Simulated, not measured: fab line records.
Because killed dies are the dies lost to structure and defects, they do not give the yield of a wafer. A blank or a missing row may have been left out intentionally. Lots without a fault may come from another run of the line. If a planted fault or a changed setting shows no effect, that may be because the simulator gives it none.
Code-filled problem report in 8D (eight disciplines) form || flow n5_finfet || the parts of the form that need people (team, actions taken, sign-off) are left out

== 1. THE ISSUE ==
Wafers without a fault read 14, standard deviation 5.5; killed_at_M4_up at N5_PASSIVATION_PROBE_49 reads a mean of 581 on 5 wafers belonging to 2 lots. That is +99 or more standard deviations from the usual mean.
Earliest sighting: wafer L299.3 on prober-01 at day 17 06:51. The record holds 18 wafers of 6 lots with a number at this step. Rule for "out" (also "out of limits"): further than 4 standard deviations from the usual mean. The other wafers with a number count as sound.

== 2. WHAT IT IS; WHAT IT IS NOT ==
{"question": "which readings at this step", "is": "killed_at_M4_up, defect_limited_yield, killed_dies, killed_on_rim, sort_bin_5_function, sort_bin_6_memory, sort_n_pass, sort_yield_pct", "is not": "killed_at_M0_to_M3, killed_at_contacts, killed_at_front_end, killed_at_other, sort_bin_8_speed"}
{"question": "which lots", "is": "L298, L299", "is not": "L287, L289, L290, L294"}
{"question": "which wafers of those lots", "is": "L298.1, L298.3, L298.5, L299.3, L299.6", "is not": "L299.5"}
{"question": "read on which tools", "is": "prober-01", "is not": "prober-02"}
{"question": "when", "is": "from day 17 06:51", "is not": "up to then (12 sound wafers); but 1 sound wafer of L299 came after"}

== 3. THE SUSPECTS, EACH WITH WHAT RULES IT OUT ==
Counting: if a tool at a process step up to the reading ran every lot that is out, it stays a suspect. Sound lots after the first of them don't rule it out here, since some wafers of a struck lot are sound.
- ecd_cu-01 at N5_BEOL_M15_ECD_47 (material Cu, target thk 1860 nm): kept. It ran every lot that is out, first L299 (day 16 11:59).
- rie_diel-06 at N5_PASSIVATION_PASS_ETCH_74 (etches SiNx in CF4/O2, target depth 220 nm, time 110 s): kept. It processed each lot that is out (first: L299, day 16 19:48); up to then, its last sound lot is L289 (day 14 12:07).
- prober-01 at N5_PASSIVATION_PROBE_49: kept. It processed each lot that is out (first: L299, day 17 06:51); up to then, its last sound lot is L289 (day 14 19:01). Out on those wafers are its own readings of defect_limited_yield, killed_at_M4_up, killed_dies, killed_on_rim, sort_bin_5_function, sort_bin_6_memory, sort_n_pass, sort_yield_pct.
Still standing after the count: ecd_cu-01 at N5_BEOL_M15_ECD_47, rie_diel-06 at N5_PASSIVATION_PASS_ETCH_74, prober-01 at N5_PASSIVATION_PROBE_49.

== 4. THE CAUSE (what the simulator had put in) ==
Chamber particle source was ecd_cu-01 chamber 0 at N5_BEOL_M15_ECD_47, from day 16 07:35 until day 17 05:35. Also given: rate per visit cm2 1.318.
This tool is one of the 3 suspects left after counting.

== 5. THE CHAIN OF EFFECTS, in route order ==
Rows list readings where the struck wafers' mean (over those with a number) sits beyond 3 standard deviations from the usual. Only readings for which the record gives a usual standard deviation are gone through. hours: the time from each lot's start at the first step in this table that gives one to its start at this step, as a median over the lots. sigmas: the change in usual standard deviations.
{"hours": 0, "step": "N5_PASSIVATION_PROBE_49", "reading": "defect_limited_yield", "usual": "91.3 %", "on struck wafers": 45.5, "change": -45.8, "sigmas": -27}
{"hours": 0, "step": "N5_PASSIVATION_PROBE_49", "reading": "killed_at_M4_up", "usual": 14, "on struck wafers": 581, "change": "+567", "sigmas": "+99 or more"}
{"hours": 0, "step": "N5_PASSIVATION_PROBE_49", "reading": "killed_dies", "usual": 103, "on struck wafers": 643, "change": "+540", "sigmas": "+27"}
{"hours": 0, "step": "N5_PASSIVATION_PROBE_49", "reading": "killed_on_rim", "usual": 14, "on struck wafers": 77, "change": "+63", "sigmas": "+15"}
{"hours": 0, "step": "N5_PASSIVATION_PROBE_49", "reading": "sort_bin_5_function", "usual": "5.1 %", "on struck wafers": 34.6, "change": "+29.5", "sigmas": "+27"}
{"hours": 0, "step": "N5_PASSIVATION_PROBE_49", "reading": "sort_bin_6_memory", "usual": "3.3 %", "on struck wafers": 16.5, "change": "+13.2", "sigmas": "+18"}
{"hours": 0, "step": "N5_PASSIVATION_PROBE_49", "reading": "sort_n_pass", "usual": 1077, "on struck wafers": 537, "change": -540, "sigmas": -27}
{"hours": 0, "step": "N5_PASSIVATION_PROBE_49", "reading": "sort_yield_pct", "usual": "91.3 %", "on struck wafers": 45.5, "change": -45.8, "sigmas": -27}
It contains these process steps:
- N5_PASSIVATION_PROBE_49

== 6. HOW IT WOULD HAVE BEEN CAUGHT EARLIER ==
The fault began at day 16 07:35; the first out-of-limits reading in this record came at day 17 06:51, 23 hours later.
All the lots that are out (2) had begun N5_BEOL_M15_ECD_47 on ecd_cu-01 by day 17 06:51. Had the tool been put on hold then, not one of them would have been saved.
